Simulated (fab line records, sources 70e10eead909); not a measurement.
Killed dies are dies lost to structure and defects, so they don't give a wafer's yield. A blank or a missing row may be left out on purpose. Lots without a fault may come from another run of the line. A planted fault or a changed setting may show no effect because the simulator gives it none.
A struck lot beside a sound one | flow nand_harc | 15 steps out of a route of 1159
Sound: wafers L387.1, L387.4, L387.6. Struck: wafers L390.3, L390.5, L390.6. The cause comes at the end.
At each step with rows: each side's tool, then ch and its chambers, then its first start. Under that, the readings that differ: sound wafers | struck wafers | difference of the means | sigmas: that difference in standard deviations of wafers without a fault.
alike: readings whose means differ by less than 2 such deviations, and words and numbers that are the same on both sides. not compared: withheld readings, readings that some wafer has no value for, bounds like >300 that may hide the same value, and numbers for which the record gives no deviation and whose values overlap.
The two part at a step that has a row with sigmas, a row that says differs or no value, or rows on one side only. Numbers that don't overlap but have no deviation are shown without sigmas and don't part them. A reading that every wafer of one side lacks parts them only if that side has two wafers or more.

NHARC_P_CONTACT_INSPECT_14:
  sound on defect_inspect-02, day 5 21:52; struck on defect_inspect-02, day 6 21:31
  alike: raw_defect_count
NHARC_P_CONTACT_DESCUM_17: chemistry O2, time 3 s.
  sound on rie_diel-07 ch 0,2,3, day 5 21:56; struck on rie_diel-04 ch 0,2, day 6 21:34
  alike: chamber_pressure_mTorr, drypump_motor_current_A, oes_product_au, rf_vpp_V, showerhead_plenum_p_Torr, throttle_valve_pct
  not compared: rf_hours_counter_h
then, 1 step without rows for these wafers: NHARC_P_CONTACT_ETCH_35 (etches the open film in CF4, target depth 39 nm, time 65 s).
NHARC_P_CONTACT_ETCH_36: etches the open film in N2/H2, target depth 260 nm, time 406.25 s.
  sound on rie_diel-07 ch 1,2,3; struck on rie_diel-04 ch 0,2
  alike: chamber_pressure_mTorr, drypump_motor_current_A, n2_flow_sccm, oes_product_au, rf_vpp_V, showerhead_plenum_p_Torr, throttle_valve_pct
  not compared: rf_hours_counter_h
NHARC_P_CONTACT_ETCH_18: etches the open film in C4F8/O2/Ar, target depth 481 nm, time 240.5 s.
  sound on rie_diel-07 ch 2,3; struck on rie_diel-04 ch 0,3
  alike: chamber_pressure_mTorr, oes_product_au, rf_vpp_V
  not compared: rf_hours_counter_h
then, 2 steps without rows for these wafers: NHARC_P_CONTACT_STRIP_37 (strips in C4F8/O2/Ar); NHARC_P_CONTACT_ETCH_31 (etches the open film in CH3F/O2, target depth 30 nm, time 85.7 s).
NHARC_P_CONTACT_CD_MEAS_19:
  sound on cd_sem-01, day 5 23:15; struck on cd_sem-02, day 6 22:36
  alike: cd_nm
NHARC_P_CONTACT_STRIP_28: strips in O2.
  sound on rie_diel-07 ch 1,2, day 5 23:22; struck on rie_diel-10 ch 0,3, day 6 22:40
  alike: chamber_pressure_mTorr, drypump_motor_current_A, oes_product_au, rf_vpp_V, showerhead_plenum_p_Torr, throttle_valve_pct
  not compared: rf_hours_counter_h
then, 1 step without rows for these wafers: NHARC_P_CONTACT_STRIP_29 (strips in post etch residue remover, time 1200 s).
NHARC_P_CONTACT_DEGAS_38: time 60 s.
  sound on pvd_sputter-03, day 5 23:59; struck on pvd_sputter-01, day 6 23:19
  alike: heater_power_w
then, 1 step without rows for these wafers: NHARC_P_CONTACT_PRE_CLEAN_39 (time 19.5 s).
NHARC_P_CONTACT_PVD_32: deposits Ti, target thk 5 nm, time 17.7 s.
  sound on pvd_sputter-03, day 6 00:07; struck on pvd_sputter-01, day 6 23:42
  alike: cathode_dc_power_W, throttle_valve_pct
then, 1 step without rows for these wafers: NHARC_P_CONTACT_ALD_22 (deposits TiN, target thk 3 nm, pulse time 1 s, ald cycles 150).
NHARC_END_SORT_01:
  the record has rows for the sound wafers here (prober-01 ch 0, day 19 10:01) and none for the struck ones

WHERE THEY PART
Only at NHARC_END_SORT_01, within this record.

WHY: what the simulator had put in
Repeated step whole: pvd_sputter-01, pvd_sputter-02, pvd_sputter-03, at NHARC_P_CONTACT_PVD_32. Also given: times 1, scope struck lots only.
